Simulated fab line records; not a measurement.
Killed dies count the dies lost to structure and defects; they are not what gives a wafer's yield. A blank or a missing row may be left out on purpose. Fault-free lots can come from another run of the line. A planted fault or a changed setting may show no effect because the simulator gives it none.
Chamber matching / flow n5 finfet / rie diel-03 running N5_BEOL_M11_STRIP_67: 4 sister chambers
The step strips in CF4. 8 wafers are shown with their chamber, then 12 later ones without.

== WAFERS WITH THEIR CHAMBER ==
wafer=L079.3; chamber=2; showerhead plenum p Torr (Torr)=1.73; drypump motor current A (A)=5.5
wafer=L084.4; chamber=2; showerhead plenum p Torr (Torr)=1.72; drypump motor current A (A)=5.5
wafer=L084.6; chamber=0; showerhead plenum p Torr (Torr)=1.85; drypump motor current A (A)=5.7
wafer=L086.3; chamber=3; showerhead plenum p Torr (Torr)=1.85; drypump motor current A (A)=5.3
wafer=L086.5; chamber=3; showerhead plenum p Torr (Torr)=1.85; drypump motor current A (A)=5.2
wafer=L085.2; chamber=0; showerhead plenum p Torr (Torr)=1.85; drypump motor current A (A)=5.6
wafer=L085.4; chamber=1; showerhead plenum p Torr (Torr)=1.78; drypump motor current A (A)=5.7
wafer=L085.5; chamber=1; showerhead plenum p Torr (Torr)=1.78; drypump motor current A (A)=5.8

== WAFERS WITHOUT THEIR CHAMBER ==
wafer=L087.3; showerhead plenum p Torr (Torr)=1.85; drypump motor current A (A)=5.2
wafer=L087.4; showerhead plenum p Torr (Torr)=1.85; drypump motor current A (A)=5.7
wafer=L087.5; showerhead plenum p Torr (Torr)=1.78; drypump motor current A (A)=5.8
wafer=L088.1; showerhead plenum p Torr (Torr)=1.84; drypump motor current A (A)=5.7
wafer=L088.3; showerhead plenum p Torr (Torr)=1.78; drypump motor current A (A)=5.7
wafer=L088.5; showerhead plenum p Torr (Torr)=1.85; drypump motor current A (A)=5.2
wafer=L092.1; showerhead plenum p Torr (Torr)=1.78; drypump motor current A (A)=5.7
wafer=L092.3; showerhead plenum p Torr (Torr)=1.72; drypump motor current A (A)=5.5
wafer=L092.4; showerhead plenum p Torr (Torr)=1.84; drypump motor current A (A)=5.7
wafer=L095.2; showerhead plenum p Torr (Torr)=1.84; drypump motor current A (A)=5.6
wafer=L095.3; showerhead plenum p Torr (Torr)=1.78; drypump motor current A (A)=5.8
wafer=L095.5; showerhead plenum p Torr (Torr)=1.78; drypump motor current A (A)=5.8

== WHICH CHAMBER EACH ONE RAN IN ==
wafer=L087.3; from the rows above=3; in truth=3
wafer=L087.4; from the rows above=0; in truth=0
wafer=L087.5; from the rows above=1; in truth=1
wafer=L088.1; from the rows above=0; in truth=0
wafer=L088.3; from the rows above=1; in truth=1
wafer=L088.5; from the rows above=3; in truth=3
wafer=L092.1; from the rows above=1; in truth=1
wafer=L092.3; from the rows above=2; in truth=2
wafer=L092.4; from the rows above=0; in truth=0
wafer=L095.2; from the rows above=0; in truth=0
wafer=L095.3; from the rows above=1; in truth=1
wafer=L095.5; from the rows above=1; in truth=1
12 of 12 placed correctly. Number that these rows cannot place: 0. Wrongly placed: 0.
How it was worked out, from the rows above alone: a wafer's distance from a chamber is the root of the sum, over the readings, of the square of ((its reading less the chamber's mean) divided by the reading's scatter). The wafer belongs to the nearest chamber; if the next one is less than 2 further off, it can't be placed. The mean given for a chamber averages the wafers shown for that chamber. The scatter is the square root of a quotient: the sum, over the shown wafers, of each reading's squared deviation from its chamber's mean, divided by wafers minus chambers.
